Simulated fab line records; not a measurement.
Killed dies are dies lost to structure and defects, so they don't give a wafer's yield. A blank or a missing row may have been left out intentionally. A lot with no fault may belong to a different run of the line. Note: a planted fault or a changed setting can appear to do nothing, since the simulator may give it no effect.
Chamber matching :: flow n5Finfet :: rieDiel-06 running N5_BEOL_M0_STRIP_142: 4 sister chambers
The step strips in N2/H2, time 10 s. 14 wafers are shown with their chamber, then 7 later ones without.

== WAFERS WITH THEIR CHAMBER ==
wafer: L076.2
chamber: 0
showerheadPlenumPTorr (Torr): 2.49
drypumpMotorCurrentA (A): 5.7
throttleValvePct (%): 23.48

wafer: L076.4
chamber: 1
showerheadPlenumPTorr (Torr): 2.48
drypumpMotorCurrentA (A): 5.0
throttleValvePct (%): 23.25

wafer: L076.5
chamber: 0
showerheadPlenumPTorr (Torr): 2.49
drypumpMotorCurrentA (A): 5.7
throttleValvePct (%): 23.49

wafer: L080.2
chamber: 3
showerheadPlenumPTorr (Torr): 2.56
drypumpMotorCurrentA (A): 6.4
throttleValvePct (%): 24.25

wafer: L080.5
chamber: 3
showerheadPlenumPTorr (Torr): 2.56
drypumpMotorCurrentA (A): 6.4
throttleValvePct (%): 24.27

wafer: L080.6
chamber: 0
showerheadPlenumPTorr (Torr): 2.49
drypumpMotorCurrentA (A): 5.7
throttleValvePct (%): 23.49

wafer: L084.1
chamber: 2
showerheadPlenumPTorr (Torr): 2.63
drypumpMotorCurrentA (A): 5.4
throttleValvePct (%): 24.06

wafer: L084.3
chamber: 1
showerheadPlenumPTorr (Torr): 2.48
drypumpMotorCurrentA (A): 5.0
throttleValvePct (%): 23.26

wafer: L084.6
chamber: 1
showerheadPlenumPTorr (Torr): 2.48
drypumpMotorCurrentA (A): 5.0
throttleValvePct (%): 23.29

wafer: L086.3
chamber: 0
showerheadPlenumPTorr (Torr): 2.49
drypumpMotorCurrentA (A): 5.7
throttleValvePct (%): 23.52

wafer: L086.4
chamber: 3
showerheadPlenumPTorr (Torr): 2.55
drypumpMotorCurrentA (A): 6.4
throttleValvePct (%): 24.25

wafer: L086.5
chamber: 0
showerheadPlenumPTorr (Torr): 2.49
drypumpMotorCurrentA (A): 5.7
throttleValvePct (%): 23.53

wafer: L087.1
chamber: 3
showerheadPlenumPTorr (Torr): 2.55
drypumpMotorCurrentA (A): 6.4
throttleValvePct (%): 24.26

wafer: L087.4
chamber: 2
showerheadPlenumPTorr (Torr): 2.63
drypumpMotorCurrentA (A): 5.5
throttleValvePct (%): 24.05

SIGNATURES, as means of the wafers listed above
reading: showerheadPlenumPTorr
chamber 0: 2.4900
chamber 1: 2.4800
chamber 2: 2.6300
chamber 3: 2.5550
scatter within a chamber: 0.00316

reading: drypumpMotorCurrentA
chamber 0: 5.700
chamber 1: 5.000
chamber 2: 5.450
chamber 3: 6.400
scatter within a chamber: 0.0224

reading: throttleValvePct
chamber 0: 23.5020
chamber 1: 23.2667
chamber 2: 24.0550
chamber 3: 24.2575
scatter within a chamber: 0.0175
Rule: distance of a wafer from a chamber = root of the sum over the readings of ((wafer's reading minus chamber's mean) / reading's scatter) squared. If the next closest chamber is less than 2 further off than the closest, the wafer can't be placed; otherwise it belongs to the closest. The scatter is the square root of a quotient: the sum, over the shown wafers, of each reading's squared deviation from its chamber's mean, divided by wafers minus chambers.

== WAFERS MISSING THEIR CHAMBER ==
wafer: L087.5
showerheadPlenumPTorr (Torr): 2.49
drypumpMotorCurrentA (A): 5.7
throttleValvePct (%): 23.51

wafer: L095.1
showerheadPlenumPTorr (Torr): 2.62
drypumpMotorCurrentA (A): 5.5
throttleValvePct (%): 24.10

wafer: L095.2
showerheadPlenumPTorr (Torr): 2.54
drypumpMotorCurrentA (A): 6.4
throttleValvePct (%): 24.28

wafer: L095.3
showerheadPlenumPTorr (Torr): 2.48
drypumpMotorCurrentA (A): 5.7
throttleValvePct (%): 23.53

wafer: L097.1
showerheadPlenumPTorr (Torr): 2.54
drypumpMotorCurrentA (A): 6.4
throttleValvePct (%): 24.29

wafer: L097.3
showerheadPlenumPTorr (Torr): 2.62
drypumpMotorCurrentA (A): 5.4
throttleValvePct (%): 24.09

wafer: L097.6
showerheadPlenumPTorr (Torr): 2.62
drypumpMotorCurrentA (A): 5.4
throttleValvePct (%): 24.08

== WHICH CHAMBER EACH ONE RAN IN ==
wafer: L087.5
from the rows above: 0
in truth: 0

wafer: L095.1
from the rows above: 2
in truth: 2

wafer: L095.2
from the rows above: 3
in truth: 3

wafer: L095.3
from the rows above: 0
in truth: 0

wafer: L097.1
from the rows above: 3
in truth: 3

wafer: L097.3
from the rows above: 2
in truth: 2

wafer: L097.6
from the rows above: 2
in truth: 2
Correct placement for 7 of the 7. Not placeable from these rows: 0. Number placed wrongly: 0.
